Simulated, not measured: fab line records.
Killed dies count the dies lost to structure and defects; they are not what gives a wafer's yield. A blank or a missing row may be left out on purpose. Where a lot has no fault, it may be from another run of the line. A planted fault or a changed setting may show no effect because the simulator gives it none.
Split-lot trial | flow n5 finfet | 21 wafers read from 7 lots, route of 1938 steps

THE SPLIT ITSELF
At N5_MOL_CONTACT_COAG_ETCHBACK_136 (etches SiO2 in CHF3, target depth 25 nm, time 16.7 s), the setting target depth a was moved away from the recipe's 250 angstrom on 6 of the 21 wafers read, by -12.1% to +5.5%. This setting was run at the recipe's value on the other wafers.

FROM SPLIT TO READING: 1 step shown by the file between the two
- N5_MOL_CONTACT_COAG_STRIP_120: strips in CHF3

THE READING
etch.depth nm (the simulator's own value, which no gauge read), in nm, at N5_MOL_CONTACT_COAG_VIA_ETCH_117 (etches SiO2 in C4F6/O2, target depth 40 nm, overetch 8 nm, time 26 s). The file does not state a usual value for it. Across the 15 wafers here that went through the recipe, the average is 40.12 nm and the standard deviation 0.47 nm.

wafer  | tool, chamber at the split | target depth a as run, angstrom | against the recipe | etch.depth nm, nm | against lot-mates on the recipe
L074.1 | rie diel-06, 2             | 250                             | recipe             | 39.71             | -
L074.2 | rie diel-06, 0,1           | 238.8                           | -4.5%              | 40.72             | +1.01
L074.3 | rie diel-06, 0,1           | 238.8                           | -4.5%              | 41.21             | +1.50
L079.3 | rie diel-03, 1,3           | 250                             | recipe             | 40.17             | -
L079.5 | rie diel-03, 1,3           | 250                             | recipe             | 40.26             | -
L079.6 | rie diel-03, 2             | 259.4                           | +3.8%              | 39.97             | -0.25
L084.1 | rie diel-06, 0,1,3         | 250                             | recipe             | 40.28             | -
L084.2 | rie diel-06, 0,1,3         | 250                             | recipe             | 40.29             | -
L084.5 | rie diel-06, 0,1,3         | 250                             | recipe             | 40.44             | -
L087.3 | rie diel-01, 0             | 250                             | recipe             | 39.28             | -
L087.5 | rie diel-01, 0             | 250                             | recipe             | 39.52             | -
L087.6 | rie diel-01, 1             | 219.8                           | -12.1%             | 42.58             | +3.18
L088.1 | rie diel-01, 1,0,3         | 250                             | recipe             | 39.89             | -
L088.2 | rie diel-01, 1,0,3         | 250                             | recipe             | 40.04             | -
L088.3 | rie diel-01, 1,0,3         | 250                             | recipe             | 40.55             | -
L092.4 | rie diel-06, 0,3           | 263.8                           | +5.5%              | 38.36             | -1.13
L092.5 | rie diel-06, 2             | 250                             | recipe             | 39.49             | -
L092.6 | rie diel-06, 0,3           | 263.8                           | +5.5%              | 38.79             | -0.70
L095.2 | rie diel-03, 2,1,3         | 250                             | recipe             | 41.17             | -
L095.3 | rie diel-03, 2,1,3         | 250                             | recipe             | 40.13             | -
L095.6 | rie diel-03, 2,1,3         | 250                             | recipe             | 40.51             | -
Rows listing several chambers each stand for several wafers; the file does not say which wafer went through which chamber.

THE FIT
A straight line over all 21 wafers: etch.depth nm changes by -0.211 nm for each +1% of target depth a; r = -0.85; the points scatter about the line by 0.47 nm.
The same after taking each lot's own level away (the mean of its wafers on the recipe; 21 wafers): -0.23 nm for each +1%; r = -0.94; scatter 0.3 nm.
According to that fit, moving target depth a by its largest amount changes the reading by 2.8 nm.
The lots' own levels span 39.400 to 40.603 nm, that is 2.6 times the standard deviation above.
Hence the lot-to-lot level has little effect on the slope; both slopes agree.
Check: with one of the wafers moved furthest among these (-12.1%) left out of the fit, the line predicts +2.46 nm for it against its lot-mates. It came out at +3.18 nm against them.

THE WHOLE CHAIN: every reading that the file lists as answering this split, in the file's order
step                             | what it does                                                         | reading                                                                            | change (the file's fit)               | r (the file's)
N5_MOL_CONTACT_COAG_VIA_ETCH_117 | etches SiO2 in C4F6/O2, target depth 40 nm, overetch 8 nm, time 26 s | MOL_CONTACT_COAG.feature depth nm (the simulator's own value, which no gauge read) | -0.234 nm for each +1% of the setting | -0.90
N5_MOL_CONTACT_COAG_VIA_ETCH_117 | etches SiO2 in C4F6/O2, target depth 40 nm, overetch 8 nm, time 26 s | etch.depth nm (the simulator's own value, which no gauge read)                     | -0.238 nm for each +1% of the setting | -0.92

FILE'S OWN FIT
etch.depth nm changes by -0.238 nm for each +1% of target depth a, r = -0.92.
